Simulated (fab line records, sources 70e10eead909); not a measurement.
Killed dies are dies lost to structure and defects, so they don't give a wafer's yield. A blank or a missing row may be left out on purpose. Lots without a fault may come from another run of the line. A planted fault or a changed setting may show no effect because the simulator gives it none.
Chamber matching | flow nand_harc | NHARC_A_STAIRCASE_DESCUM_186 on rie_diel-05: 4 sister chambers
The step chemistry O2, time 3 s. 16 wafers are shown with their chamber, then 8 later ones without.

WAFERS WITH THEIR CHAMBER
wafer  | chamber | drypump_motor_current_A (A) | showerhead_plenum_p_Torr (Torr) | o2_flow_sccm (sccm)
L076.1 | 3       | 6.4                         | 1.79                            | 199.6
L076.2 | 0       | 5.4                         | 1.77                            | 199.6
L076.6 | 1       | 4.9                         | 2.06                            | 200.7
L077.1 | 2       | 6.4                         | 1.78                            | 200.3
L077.3 | 3       | 6.4                         | 1.79                            | 199.4
L077.4 | 1       | 5.0                         | 2.06                            | 200.7
L081.1 | 1       | 5.0                         | 2.06                            | 200.4
L081.2 | 0       | 5.4                         | 2.08                            | 199.7
L081.5 | 0       | 5.4                         | 2.07                            | 199.6
L084.2 | 2       | 6.4                         | 1.77                            | 200.5
L084.3 | 3       | 6.4                         | 1.78                            | 200.7
L084.6 | 3       | 6.4                         | 1.78                            | 199.5
L088.1 | 3       | 6.4                         | 1.78                            | 200.5
L088.2 | 1       | 4.9                         | 2.05                            | 201.0
L088.4 | 2       | 6.4                         | 1.77                            | 199.8
L090.2 | 3       | 6.4                         | 1.77                            | 199.8

SIGNATURES (means of the wafers above)
reading                  | chamber 0 | chamber 1 | chamber 2 | chamber 3 | scatter within a chamber
drypump_motor_current_A  | 5.400     | 4.950     | 6.400     | 6.400     | 0.0289
showerhead_plenum_p_Torr | 1.9733    | 2.0575    | 1.7733    | 1.7817    | 0.0722
o2_flow_sccm             | 199.633   | 200.700   | 200.200   | 199.917   | 0.404
Rule: a wafer's distance from a chamber is the root of the sum, over the readings, of the square of ((its reading less the chamber's mean) divided by the reading's scatter). The wafer belongs to the nearest chamber; if the next one is less than 2 further off, it can't be placed. The scatter: the root of (the sum of the squares of (reading less its chamber's mean) over the shown wafers, divided by (wafers less chambers)).

WAFERS WITHOUT THEIR CHAMBER
wafer  | drypump_motor_current_A (A) | showerhead_plenum_p_Torr (Torr) | o2_flow_sccm (sccm)
L090.3 | 6.4                         | 1.77                            | 200.2
L090.5 | 6.4                         | 1.77                            | 201.0
L092.2 | 6.4                         | 1.76                            | 200.4
L092.4 | 5.4                         | 2.06                            | 200.5
L092.5 | 5.0                         | 2.04                            | 199.7
L094.3 | 6.4                         | 1.77                            | 200.4
L094.4 | 6.4                         | 1.76                            | 200.2
L094.5 | 6.4                         | 1.76                            | 199.8

WHICH CHAMBER EACH WENT THROUGH
wafer  | from the rows above     | in truth
L090.3 | can't be placed: 2 or 3 | 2
L090.5 | can't be placed: 2 or 3 | 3
L092.2 | can't be placed: 2 or 3 | 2
L092.4 | 0                       | 0
L092.5 | 1                       | 1
L094.3 | can't be placed: 2 or 3 | 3
L094.4 | can't be placed: 2 or 3 | 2
L094.5 | can't be placed: 3 or 2 | 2
Placed correctly: 2 of 8. Can't be placed from these rows: 6 (the true chamber is among the candidates in 6). Placed wrongly: 0.
